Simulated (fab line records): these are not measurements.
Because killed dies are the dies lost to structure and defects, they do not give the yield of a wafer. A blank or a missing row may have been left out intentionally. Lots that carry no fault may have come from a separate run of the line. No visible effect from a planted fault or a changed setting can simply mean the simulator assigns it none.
Comparing a struck lot with a sound one ; flow n5-finfet ; 34 out of 1938 route steps
Sound: wafers L257.2, L257.4, L257.6. Wafers struck: L274.1, L274.3, L274.6. The cause is given at the end.
Per side, at each step with rows, come the tool, then ch with its chambers, and then its first start. Under that, the readings that differ: sound wafers ; struck wafers ; difference of the means ; sigmas: that difference in standard deviations of wafers without a fault.
alike: words and numbers the same on both sides, and readings whose means are apart by under 2 such deviations; not compared: readings that were withheld, readings missing a value for some wafer, numbers with overlapping values and no deviation given by the record, and bounds like >300 which may hide the same value.
The two part at a step that has a row with sigmas, a row that says differs or no value, or rows on one side only. Numbers that have no deviation but don't overlap get no sigmas and don't part them. Lack of a reading on every wafer of one side parts them only where that side has two or more wafers.

first, 10 steps without rows for these wafers: N5_BEOL_M11_TRENCH_ETCH_37 (etches SiCOH lowk in C4F6/O2, target depth 148.83 nm, time 48 s); N5_BEOL_M11_ETCH_41 (etches SiCN in CH3F/O2, target depth 42.6 nm, time 86 s); N5_BEOL_M11_STRIP_77 (strips in N2/H2, time 10 s); N5_BEOL_M11_HM_STRIP_39 (strips TiN in peroxide tin strip, target depth 25 nm, time 158 s); N5_BEOL_M11_SRD_40 (time 30 s); N5_BEOL_M11_PRECLEAN_42 (cleans in residue remover, time 60 s); N5_BEOL_M11_SRD_43 (time 30 s); N5_BEOL_M11_CURE_72 (cures SiCOH lowk, time 120 s); N5_BEOL_M11_DEGAS_44 (time 60 s); N5_BEOL_M11_PRE_CLEAN_45 (time 30 s).
N5_BEOL_M11_ALD_74: deposits TaN, target thk 2 nm, pulse time 2 s, purge time 3 s.
  sound on ald-metal-04 ch 0,1,3, day 11 17:04; struck on ald-metal-04 ch 1,2,3, day 15 19:29
  alike: heater-power-w, precursor-vessel-temp-c, susceptor-temp-C
then, 22 steps without rows for these wafers: N5_BEOL_M11_SURFACE_TREAT_76; N5_BEOL_M11_CVD_75 (deposits Co from CCTBA/H2, target thk 2 nm, time 138.9 s); N5_BEOL_M11_SPUTTER_48 (material Cu, target thk 12 nm, time 2 s); N5_BEOL_M11_ECD_50 (material Cu, target thk 318 nm); N5_BEOL_M11_ANNEAL_51 (time 90 s); N5_BEOL_M11_CMP_52 (polishes, stops on SiCOH lowk, t overpolish 7 s, target thk 140 nm); N5_BEOL_M11_PRE_CLEAN_55 (time 15 s); N5_BEOL_M11_DEP_56 (deposits SiCN from 3MS/NH3, target thk 30 nm, time 10.5 s); N5_BEOL_M12_ILD_DEP_00 (deposits SiOC from DEMS/O2, target thk 658.92 nm, time 130.7 s); N5_BEOL_M12_COAT_58 (time 60 s, resist thk 89 nm); N5_BEOL_M12_COAT_04 (resist thk 400 nm); N5_BEOL_M12_EBR_06; N5_BEOL_M12_SOFTBAKE_05 (time 60 s); N5_BEOL_M12_EXPOSE_07 (exposes mask V11); N5_BEOL_M12_PEB_08 (peb time 90 s); N5_BEOL_M12_DEVELOP_09 (develop time 45 s); N5_BEOL_M12_HARDBAKE_14 (time 120 s); N5_BEOL_M12_DESCUM_15 (chemistry O2, time 7.9 s); N5_BEOL_M12_ETCH_59 (etches BARC in N2/H2, target depth 89 nm, overetch 26.7 nm, time 67.9 s); N5_BEOL_M12_VIA_ETCH_16 (etches SiOC in C4F8/O2/Ar, target depth 724.8 nm); N5_BEOL_M12_STRIP_63 (strips in N2/H2); N5_BEOL_M12_STRIP_64 (strips in N2/H2).
N5_PASSIVATION_PROBE_49:
  only the struck wafers here have rows in the record (prober-02, day 17 10:56); the sound ones have none

WHERE THEY PART
Only at N5_PASSIVATION_PROBE_49, within this record.

WHY: what the simulator had put in
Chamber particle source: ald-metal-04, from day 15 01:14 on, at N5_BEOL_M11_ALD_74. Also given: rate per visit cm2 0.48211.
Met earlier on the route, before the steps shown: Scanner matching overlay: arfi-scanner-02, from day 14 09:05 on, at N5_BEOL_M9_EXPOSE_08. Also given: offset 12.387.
